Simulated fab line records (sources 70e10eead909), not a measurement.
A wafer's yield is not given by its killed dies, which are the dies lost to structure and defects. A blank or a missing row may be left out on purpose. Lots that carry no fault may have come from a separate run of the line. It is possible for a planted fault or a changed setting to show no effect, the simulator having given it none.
Chamber matching ; flow nandHarc ; NHARC_A_STAIRCASE_CMP_450 on cmp-01: 4 sister chambers
The step polishes SiO2, target thk 200 nm. 4 wafers are shown with their chamber, then 9 later ones without.

WAFERS, EACH WITH ITS CHAMBER
wafer;chamber;motorCurrentA (A)
L082.5;2;11.7
L085.3;1;12.1
L088.5;3;11.1
L088.6;0;14.7

WAFERS WITHOUT THEIR CHAMBER
wafer;motorCurrentA (A)
L089.1;14.8
L089.3;12.2
L089.6;11.5
L091.1;11.4
L091.3;11.3
L091.4;14.9
L096.3;11.0
L096.5;15.7
L096.6;11.9

EACH ONE'S CHAMBER
wafer;from the rows above;in truth
L089.1;0;0
L089.3;can't be placed: 1 or 2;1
L089.6;can't be placed: 2 or 3 or 1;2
L091.1;can't be placed: 2 or 3 or 1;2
L091.3;can't be placed: 3 or 2 or 1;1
L091.4;0;0
L096.3;can't be placed: 3 or 2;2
L096.5;0;0
L096.6;can't be placed: 1 or 2 or 3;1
Correctly placed: 3 of 9. These rows do not allow placing 6 (true chamber among the candidates in 6). 0 placed wrongly.
How it was worked out, from the rows above alone: a wafer's distance from a chamber is the root of the sum, over the readings, of the square of ((its reading less the chamber's mean) divided by the reading's scatter). The wafer belongs to the nearest chamber; if the next one is less than 2 further off, it can't be placed. For every chamber, the mean is computed from those of its wafers that are shown. The scatter (one wafer shown for each chamber): square how far every hidden wafer sits from the nearest shown wafer, average those squares and take the square root.
